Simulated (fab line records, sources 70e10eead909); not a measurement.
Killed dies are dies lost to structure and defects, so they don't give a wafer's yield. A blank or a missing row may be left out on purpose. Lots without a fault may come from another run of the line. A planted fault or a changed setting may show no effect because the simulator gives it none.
Chamber matching | flow nand_harc | NHARC_A_CHANNEL_HOLE_D1_ETCH_44 on rie_diel-09: 4 sister chambers
The step etches the open film in CF4/O2, target depth 140 nm, overetch 14 nm, time 77 s. 7 wafers are shown with their chamber, then 8 later ones without.

WAFERS WITH THEIR CHAMBER
wafer  | chamber | showerhead_plenum_p_Torr (Torr) | drypump_motor_current_A (A)
L077.4 | 1       | 1.28                            | 5.61
L079.1 | 2       | 1.30                            | 5.73
L080.5 | 3       | 1.43                            | 5.29
L084.1 | 3       | 1.43                            | 5.32
L084.2 | 0       | 1.44                            | 5.83
L084.6 | 0       | 1.43                            | 5.77
L083.2 | 2       | 1.30                            | 5.72

WAFERS WITHOUT THEIR CHAMBER
wafer  | showerhead_plenum_p_Torr (Torr) | drypump_motor_current_A (A)
L083.3 | 1.44                            | 5.83
L083.4 | 1.43                            | 5.29
L089.2 | 1.43                            | 5.80
L089.4 | 1.30                            | 5.70
L089.6 | 1.28                            | 5.61
L094.1 | 1.43                            | 5.80
L094.3 | 1.30                            | 5.73
L094.5 | 1.28                            | 5.64

WHICH CHAMBER EACH WENT THROUGH
wafer  | from the rows above | in truth
L083.3 | 0                   | 0
L083.4 | 3                   | 3
L089.2 | 0                   | 0
L089.4 | 2                   | 2
L089.6 | 1                   | 1
L094.1 | 0                   | 0
L094.3 | 2                   | 2
L094.5 | 1                   | 1
Placed correctly: 8 of 8. Can't be placed from these rows: 0. Placed wrongly: 0.
How it was worked out, from the rows above alone: a wafer's distance from a chamber is the root of the sum, over the readings, of the square of ((its reading less the chamber's mean) divided by the reading's scatter). The wafer belongs to the nearest chamber; if the next one is less than 2 further off, it can't be placed. A chamber's mean is the mean of its shown wafers. The scatter: the root of (the sum of the squares of (reading less its chamber's mean) over the shown wafers, divided by (wafers less chambers)).
